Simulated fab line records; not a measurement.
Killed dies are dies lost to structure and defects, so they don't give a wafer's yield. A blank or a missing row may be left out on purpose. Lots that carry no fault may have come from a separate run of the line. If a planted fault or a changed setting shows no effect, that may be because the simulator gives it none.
fab line records	flow n5Finfet	part 1 of 2: steps 1 to 4 of 6
[record] lots = 21	wafers = 63	lastDay = 17
route steps=1938 shown MOL_CONTACT_COAG@615 BEOL_M0_SAQP@653 BEOL_M0@720
lots with no fault: from the same line, run without faults
startH: start of the lot's first displayed wafer, in hours after the record's first day	waitH: hours from the lot's prior step to this one	" as in the row above	L1.1+2: several wafers, shown together as one row	- value missing, or start not given	* or withheld: withheld	< > ~ a bound
route shown NAME@n: NAME is a module with steps in the file, n the number in the route of the first one	usual: average and standard deviation across the fault-free wafers	same: alike in all rows	chamber/n: place in a boat	sites: per-site readings	_std_site: the standard deviation of these	_edge_site: outer sites' mean less inner sites'	radiusMm: for every site, how far away it sits from the centre of the wafer	mask NAME#n: copy n	behind: the most recent tool/chamber to have shaped the wafer	hold: what put the lot on hold/how long, in hours/how the hold closed	device: which transistor (n, p or np) failed to switch	end of line: the same wafers' tests at the end of the route	step lacking rows: just its recipe	killed: at the first sort, the dies lost to defects and structure; wafer yield is something else	map: shows each die of a wafer: x if killed, . if not, _ if none is there
set.NAME: the setting as run; set.NAME@STEP: as run at that earlier step	model.NAME: the simulator's own value behind a step, which no gauge read
route steps across a sampled set of lots; one table per step, one row per wafer
services: from which hour (startH, from the record's first day; less than 0 if before it) a tool's chamber was out of use, for how many hours, and why
[[steps]]
[step N5_MOL_CONTACT_COAG_VIA_ETCH_117]
[recipe] chemistry = C4F6/O2	targetDepthA = 400	overetchA = 80	maskMaterial = SOC	target = SiO2	biasW = 455	pressureMtorr = 10	timeS = 26	sourceW = 325	Ar_flow_sccm = 300	C4F6_flow_sccm = 10	O2_flow_sccm = 10	ionEnergyEv = 575.3	ends = endPoint
[usual] drypumpMotorCurrentA = 5.8/0.42	oesProductAu = 0.74/0.073	rfVppV = 1569/30	showerheadPlenumPTorr = 2.86/0.11	throttleValvePct = 41.2/0.46
lot.wafer	tool	chamber	startH	waitH	drypumpMotorCurrentA	oesProductAu	rfHoursCounterH	rfVppV	showerheadPlenumPTorr	throttleValvePct
L075.1	rieDiel-01	1	113.32	0.0	5.0	0.67	153	1592	2.74	42.0
L075.2	"	3	"	"	5.4	0.82	15	1626	2.79	41.7
L075.4	"	2	"	"	6.2	0.62	238	1579	2.92	41.5
L076.1	rieDiel-02	3	113.59	0.0	6.2	0.62	237	1561	2.80	41.0
L076.3	"	1	"	"	6.4	0.71	126	1540	2.77	40.9
L076.5	"	0	"	"	5.5	0.83	-	1554	3.05	41.6
L077.2	rieDiel-06	0	117.17	0.0	5.7	0.77	35	1578	3.03	40.6
L077.3	"	2	"	"	5.6	0.65	188	1533	2.94	41.7
L077.4	"	2	"	"	5.6	0.65	-	1532	2.94	41.7
L078.1	rieDiel-02	0	125.21	0.0	5.5	0.82	17	1553	3.05	41.6
L078.3	"	2	"	"	5.8	0.86	1	1628	2.92	41.3
L078.5	"	1	"	"	6.4	0.71	-	1541	2.77	40.9
L079.1	rieDiel-02	3	131.22	0.0	6.1	0.62	244	1561	2.79	41.0
L079.2	"	0	"	"	5.6	0.81	20	1553	3.05	41.6
L079.4	"	1	"	"	6.4	0.71	132	1542	2.77	40.9
L080.2	rieDiel-02	2	136.41	0.0	5.8	0.83	5	1626	2.92	41.3
L080.4	"	0	"	"	5.5	0.80	22	1553	3.05	41.6
L080.5	"	1	"	"	6.3	0.70	-	1542	2.77	40.9
L081.1	rieDiel-02	1	143.48	0.0	6.3	0.70	137	1541	2.76	40.9
L081.5	"	2	"	"	5.8	0.82	-	1627	2.92	41.3
L081.6	"	3	"	"	6.1	0.61	-	1561	2.79	41.0
L082.1	rieDiel-02	3	147.12	0.0	6.1	0.61	250	1560	2.79	41.0
L082.4	"	2	"	"	5.8	0.81	10	1625	2.92	41.3
L082.6	"	2	"	"	5.8	0.82	-	1627	2.92	41.3
L083.2	rieDiel-06	0	155.54	0.0	5.7	0.75	49	1576	3.02	40.6
L083.4	"	3	"	"	5.6	0.71	81	1559	2.76	41.3
L083.6	"	3	"	"	5.6	0.71	-	1557	2.76	41.3
L084.1	rieDiel-02	2	169.44	0.0	5.8	0.80	18	1628	2.91	41.3
L084.2	"	0	"	"	5.5	0.80	34	1551	3.04	41.6
L084.3	"	1	"	"	6.3	0.70	145	1542	2.76	40.9
L085.2	rieDiel-02	0	170.02	0.0	5.5	0.79	34	1551	3.04	41.6
L085.3	"	2	"	"	5.8	0.79	18	1627	2.91	41.3
L085.6	"	2	"	"	5.8	0.80	-	1627	2.91	41.3
L086.3	rieDiel-06	3	174.77	0.0	5.6	0.71	90	1558	2.76	41.3
L086.4	"	3	"	"	5.6	0.71	-	1558	2.76	41.3
L086.6	"	0	"	"	5.7	0.75	-	1577	3.02	40.7
L087.1	rieDiel-02	1	178.55	0.0	6.3	0.70	149	1541	2.76	40.9
L087.2	"	3	"	"	6.1	0.87	3	1561	2.79	41.2
L087.5	"	0	"	"	5.5	0.79	-	1553	3.04	41.7
L088.3	rieDiel-06	2	181.83	0.0	5.6	0.63	211	1532	2.93	41.7
L088.4	"	3	"	"	5.6	0.70	93	1558	2.75	41.3
L088.6	"	3	"	"	5.6	0.70	-	1557	2.75	41.3
L089.1	rieDiel-02	3	193.16	0.0	6.2	0.84	8	1560	2.79	41.1
L089.3	"	0	"	"	5.5	0.79	42	1553	3.04	41.7
L089.4	"	1	"	"	6.4	0.69	154	1541	2.76	40.9
L092.1	rieDiel-02	3	207.88	0.0	6.1	0.83	14	1559	2.79	41.2
L092.2	"	2	"	"	5.8	0.77	32	1625	2.91	41.3
L092.5	"	1	"	"	6.4	0.69	-	1542	2.75	40.9
L093.1	rieDiel-02	2	214.32	0.0	5.8	0.77	34	1626	2.91	41.3
L093.3	"	0	"	"	5.5	0.77	50	1553	3.03	41.7
L093.4	"	3	"	"	6.1	0.83	16	1559	2.78	41.2
L095.1	rieDiel-02	0	227.02	0.0	5.5	0.76	55	1551	3.03	41.7
L095.2	"	1	"	"	6.3	0.68	166	1540	2.75	40.9
L095.3	"	2	"	"	5.8	0.76	39	1626	2.90	41.3
L094.2	rieDiel-01	1	229.75	0.0	5.0	0.65	196	1590	2.72	42.0
L094.3	"	3	"	"	5.4	0.78	52	1625	2.77	41.7
L094.6	"	1	"	"	5.0	0.64	-	1592	2.72	42.0
L096.1	rieDiel-02	3	233.28	0.0	6.1	0.81	25	1560	2.78	41.2
L096.4	"	0	"	"	5.5	0.76	59	1552	3.03	41.7
L096.5	"	3	"	"	6.1	0.82	-	1559	2.78	41.2
L097.2	rieDiel-02	0	236.71	0.0	5.5	0.75	61	1551	3.03	41.7
L097.4	"	1	"	"	6.3	0.68	-	1541	2.75	40.9
L097.5	"	3	"	"	6.1	0.80	-	1558	2.78	41.2
[step N5_MOL_CONTACT_COAG_THK_MEAS_53]
[recipe] reads = SiO2_of_MOL_CONTACT_COAG_PECVD_31
[usual] VIA_MOL_THK = 43.9/0.64
lot.wafer	tool	chamber	startH	waitH	VIA_MOL_THK[nm]
L075.1	filmMetro-02	-	114.43	-	44.7
L075.2	"	-	"	"	44.0
L075.4	"	-	"	"	45.6
L076.1	filmMetro-02	-	114.68	-	43.7
L076.3	"	-	"	"	44.1
L076.5	"	-	"	"	44.9
L077.2	filmMetro-02	-	118.31	-	43.5
L077.3	"	-	"	"	43.5
L077.4	"	-	"	"	44.0
L078.1	filmMetro-01	-	126.34	-	43.9
L078.3	"	-	"	"	43.8
L078.5	"	-	"	"	44.5
L079.1	filmMetro-01	-	132.32	-	43.5
L079.2	"	-	"	"	43.7
L079.4	"	-	"	"	44.2
L080.2	filmMetro-02	-	137.50	-	43.6
L080.4	"	-	"	"	44.2
L080.5	"	-	"	"	43.8
L081.1	filmMetro-01	-	144.58	-	43.2
L081.5	"	-	"	"	43.1
L081.6	"	-	"	"	43.8
L082.1	filmMetro-01	-	148.22	-	43.7
L082.4	"	-	"	"	44.5
L082.6	"	-	"	"	45.1
L083.2	filmMetro-01	-	156.63	-	43.8
L083.4	"	-	"	"	43.8
L083.6	"	-	"	"	44.3
L084.1	filmMetro-02	-	170.54	-	43.7
L084.2	"	-	"	"	44.0
L084.3	"	-	"	"	43.1
L085.2	filmMetro-02	-	171.11	-	44.1
L085.3	"	-	"	"	42.9
L085.6	"	-	"	"	44.8
L086.3	filmMetro-01	-	175.88	-	43.7
L086.4	"	-	"	"	44.0
L086.6	"	-	"	"	43.7
L087.1	filmMetro-02	-	179.65	-	44.0
L087.2	"	-	"	"	43.2
L087.5	"	-	"	"	43.3
L088.3	filmMetro-02	-	182.94	-	43.5
L088.4	"	-	"	"	44.0
L088.6	"	-	"	"	44.2
L089.1	filmMetro-02	-	194.26	-	43.1
L089.3	"	-	"	"	43.0
L089.4	"	-	"	"	43.5
L092.1	filmMetro-01	-	208.98	-	43.3
L092.2	"	-	"	"	43.4
L092.5	"	-	"	"	44.7
L093.1	filmMetro-02	-	215.42	-	43.2
L093.3	"	-	"	"	43.8
L093.4	"	-	"	"	43.9
L095.1	filmMetro-01	-	228.11	-	42.4
L095.2	"	-	"	"	42.9
L095.3	"	-	"	"	43.2
L094.2	filmMetro-02	-	230.84	-	43.5
L094.3	"	-	"	"	43.8
L094.6	"	-	"	"	43.7
L096.1	filmMetro-02	-	234.37	-	43.5
L096.4	"	-	"	"	44.8
L096.5	"	-	"	"	44.8
L097.2	filmMetro-02	-	237.80	-	43.1
L097.4	"	-	"	"	44.0
L097.5	"	-	"	"	44.2
[step N5_BEOL_M0_SAQP_ETCH_83]
[recipe] chemistry = CF4	target = SiARC	targetDepthA = 390	maskMaterial = CAR-ArF	timeS = 65	ionEnergyEv = 80	pressureMtorr = 40	sourceW = 545	biasW = 36	Ar_flow_sccm = 100	cf4FlowSccm = 100	ends = cleared
[usual] cf4FlowSccm = 100.03/0.3	drypumpMotorCurrentA = 5.84/0.23	etchRfOnTimeS = 64.9/0.91	oesProductAu = 0.65/0.061	rfVppV = 183.8/1.2	showerheadPlenumPTorr = 2.12/0.075	throttleValvePct = 15.73/0.2
lot.wafer	tool	chamber	startH	waitH	cf4FlowSccm	drypumpMotorCurrentA	etchRfOnTimeS	oesProductAu	rfHoursCounterH	rfVppV	showerheadPlenumPTorr	throttleValvePct
L075.1	rieDiel-03	2	119.51	0.0	100.02	5.73	66.1	0.66	132	185.0	2.22	15.67
L075.2	"	0	"	"	100.09	6.30	64.8	0.64	159	183.0	2.13	15.81
L075.4	"	1	"	"	99.75	5.58	64.8	0.65	153	182.9	2.07	15.76
L076.1	rieDiel-03	0	122.66	0.0	100.17	6.31	65.3	0.63	160	184.6	2.13	15.81
L076.3	"	1	"	"	100.32	5.56	64.6	0.65	154	182.5	2.07	15.76
L076.5	"	2	"	"	99.69	5.68	65.8	0.66	-	185.6	2.22	15.68
L077.2	rieDiel-04	1	126.57	0.0	99.95	6.01	64.2	0.73	62	182.4	2.09	15.28
L077.3	"	0	"	"	100.20	5.50	64.5	0.63	172	183.5	2.06	15.70
L077.4	"	2	"	"	100.21	5.64	64.0	0.60	238	182.7	2.04	15.74
L078.1	rieDiel-05	0	130.89	0.0	99.93	5.81	64.7	0.60	211	183.9	2.12	16.01
L078.3	"	2	"	"	100.19	5.81	63.0	0.77	42	185.8	2.27	15.64
L078.5	"	0	"	"	100.19	5.81	64.2	0.60	-	183.6	2.12	16.01
L079.1	rieDiel-03	1	138.35	0.0	100.19	5.55	63.7	0.65	159	182.5	2.07	15.76
L079.2	"	2	"	"	99.95	5.71	65.5	0.66	139	185.6	2.22	15.67
L079.4	"	0	"	"	100.11	6.26	63.9	0.64	165	185.0	2.13	15.83
L080.2	rieDiel-03	3	143.77	0.0	100.19	5.78	64.4	0.59	242	184.0	2.03	15.73
L080.4	"	0	"	"	100.20	6.26	65.4	0.63	166	184.6	2.13	15.82
L080.5	"	3	"	"	100.18	5.82	64.4	0.59	-	182.9	2.03	15.75
L081.1	rieDiel-03	3	150.55	0.0	99.93	5.78	63.8	0.59	243	182.9	2.03	15.73
L081.5	"	3	"	"	99.97	5.77	64.1	0.59	-	182.1	2.03	15.74
L081.6	"	2	"	"	100.14	5.73	65.0	0.65	-	184.0	2.22	15.68
L082.1	rieDiel-03	0	153.77	0.0	100.12	6.25	65.3	0.63	169	183.4	2.13	15.84
L082.4	"	2	"	"	99.52	5.70	66.2	0.65	143	184.2	2.22	15.70
L082.6	"	1	"	"	99.88	5.56	65.1	0.65	-	183.6	2.07	15.78
L083.2	rieDiel-03	1	161.79	0.0	100.09	5.58	63.5	0.66	166	182.3	2.07	15.77
L083.4	"	3	"	"	100.24	5.80	63.7	0.59	247	183.0	2.02	15.73
L083.6	"	3	"	"	100.50	5.80	64.5	0.59	-	184.1	2.02	15.73
L084.1	rieDiel-04	1	174.98	0.0	100.11	6.01	64.6	0.72	77	184.8	2.08	15.33
L084.2	"	0	"	"	100.18	5.58	64.7	0.62	186	182.4	2.06	15.71
L084.3	"	3	"	"	99.77	6.20	65.1	0.63	174	184.9	2.14	15.93
L085.2	rieDiel-04	3	181.50	0.0	99.47	6.21	65.6	0.63	176	183.2	2.14	15.91
L085.3	"	1	"	"	100.14	6.02	65.3	0.71	79	182.8	2.08	15.32
L085.6	"	3	"	"	100.37	6.20	65.5	0.63	-	183.0	2.14	15.91
L086.3	rieDiel-05	1	182.09	0.0	100.23	5.67	66.3	0.58	241	182.9	2.12	15.75
L086.4	"	0	"	"	99.78	5.81	65.4	0.59	226	183.4	2.12	16.06
L086.6	"	0	"	"	100.56	5.82	64.9	0.59	-	183.2	2.12	16.05
L087.1	rieDiel-04	1	184.06	0.0	100.62	5.99	65.0	0.71	80	185.4	2.08	15.32
L087.2	"	0	"	"	99.99	5.49	65.0	0.62	189	182.2	2.06	15.73
L087.5	"	0	"	"	100.29	5.50	64.9	0.62	-	183.1	2.06	15.71
L088.3	rieDiel-05	3	188.95	0.0	99.59	5.99	66.5	0.63	153	182.8	2.06	15.79
L088.4	"	2	"	"	100.40	5.82	64.0	0.74	58	185.6	2.27	15.69
L088.6	"	0	"	"	99.75	5.82	65.9	0.59	-	183.2	2.11	16.05
L089.1	rieDiel-05	0	198.83	0.0	100.13	5.80	64.5	0.59	232	185.8	2.11	16.07
L089.3	"	3	"	"	100.92	6.00	65.6	0.63	156	183.9	2.06	15.81
L089.4	"	2	"	"	100.10	5.81	63.0	0.75	61	186.8	2.27	15.67
L092.1	rieDiel-03	3	215.87	0.0	100.15	5.79	63.2	0.82	6	186.4	2.27	15.25
L092.2	"	1	"	"	100.04	5.58	64.9	0.63	185	184.0	2.06	15.81
L092.5	"	1	"	"	100.44	5.59	64.4	0.63	-	183.6	2.06	15.81
L093.1	rieDiel-04	2	219.93	0.0	99.68	5.60	66.9	0.77	9	185.3	2.28	15.30
L093.3	"	3	"	"	100.17	6.21	65.8	0.63	187	184.3	2.13	15.95
L093.4	"	0	"	"	100.47	5.53	64.9	0.61	199	182.9	2.05	15.75
L095.1	rieDiel-05	3	232.61	0.0	100.14	6.00	66.0	0.62	169	183.2	2.05	15.84
L095.2	"	0	"	"	100.07	5.81	65.0	0.57	244	181.7	2.11	16.08
L095.3	"	2	"	"	100.09	5.80	63.3	0.73	74	185.3	2.26	15.70
L094.2	rieDiel-03	0	236.69	0.0	100.44	6.27	64.6	0.61	197	183.5	2.12	15.89
L094.3	"	3	"	"	99.57	5.79	62.8	0.81	13	185.9	2.27	15.25
L094.6	"	0	"	"	100.20	6.27	64.6	0.61	-	184.2	2.12	15.88
L096.1	rieDiel-05	3	241.08	0.0	100.13	6.00	66.0	0.62	172	183.3	2.05	15.84
L096.4	"	0	"	"	100.21	5.83	65.1	0.58	247	182.7	2.11	16.08
L096.5	"	3	"	"	100.28	6.00	65.9	0.62	-	183.3	2.05	15.85
L097.2	rieDiel-05	3	243.33	0.0	99.84	6.01	66.2	0.61	173	182.8	2.05	15.86
L097.4	"	1	"	"	99.62	5.66	65.5	0.83	4	183.5	2.12	15.27
L097.5	"	0	"	"	99.98	5.81	65.5	0.58	-	184.2	2.11	16.09
[step N5_BEOL_M0_SAQP_OVL_MEAS_41]
[recipe] pointsPerWafer = 522
[usual] M0_CUT1_OVL = -0.1/0.71
lot.wafer	tool	chamber	startH	waitH	M0_CUT1_OVL[nm]
L075.1	overlay-01	0	123.39	0.0	0.4
L075.2	"	0	"	"	-0.2
L075.4	"	0	"	"	0.5
L076.1	overlay-01	0	127.03	0.0	0.8
L076.3	"	0	"	"	1.0
L076.5	"	0	"	"	0.5
L077.2	overlay-01	0	130.26	0.0	0.0
L077.3	"	0	"	"	0.6
L077.4	"	0	"	"	-0.4
L078.1	overlay-02	0	135.15	0.0	-0.1
L078.3	"	0	"	"	0.2
L078.5	"	0	"	"	-0.2
L079.1	overlay-01	0	142.51	0.0	-1.8
L079.2	"	0	"	"	-1.3
L079.4	"	0	"	"	-0.6
L080.2	overlay-02	0	147.52	0.0	-1.9
L080.4	"	0	"	"	-1.9
L080.5	"	0	"	"	-1.6
L081.1	overlay-02	0	154.58	0.0	-0.3
L081.5	"	0	"	"	-0.4
L081.6	"	0	"	"	-0.7
L082.1	overlay-01	0	157.42	0.0	0.6
L082.4	"	0	"	"	0.4
L082.6	"	0	"	"	-0.1
L083.2	overlay-02	0	165.85	0.0	0.0
L083.4	"	0	"	"	0.8
L083.6	"	0	"	"	0.7
L084.1	overlay-01	0	179.04	0.0	-0.4
L084.2	"	0	"	"	0.8
L084.3	"	0	"	"	-0.4
L085.2	overlay-02	0	185.85	0.0	0.3
L085.3	"	0	"	"	1.3
L085.6	"	0	"	"	0.4
L086.3	overlay-02	0	186.39	0.0	-0.6
L086.4	"	0	"	"	0.3
L086.6	"	0	"	"	-0.1
L087.1	overlay-01	0	191.03	0.0	-0.3
L087.2	"	0	"	"	0.3
L087.5	"	0	"	"	0.5
L088.3	overlay-01	0	194.12	0.1	0.2
L088.4	"	0	"	"	0.2
L088.6	"	0	"	"	0.5
L089.1	overlay-02	0	203.33	0.0	0.4
L089.3	"	0	"	"	0.3
L089.4	"	0	"	"	1.1
L092.1	overlay-02	0	221.17	0.0	0.2
L092.2	"	0	"	"	-1.0
L092.5	"	0	"	"	-0.2
L093.1	overlay-01	0	223.91	0.0	0.0
L093.3	"	0	"	"	0.0
L093.4	"	0	"	"	0.5
L095.1	overlay-02	0	236.93	0.0	0.1
L095.2	"	0	"	"	-1.3
L095.3	"	0	"	"	-0.2
L094.2	overlay-02	0	241.04	0.0	-0.5
L094.3	"	0	"	"	-0.1
L094.6	"	0	"	"	-1.1
L096.1	overlay-01	0	245.42	0.0	1.2
L096.4	"	0	"	"	0.3
L096.5	"	0	"	"	0.5
L097.2	overlay-01	0	247.41	0.0	0.0
L097.4	"	0	"	"	-1.0
L097.5	"	0	"	"	-1.0
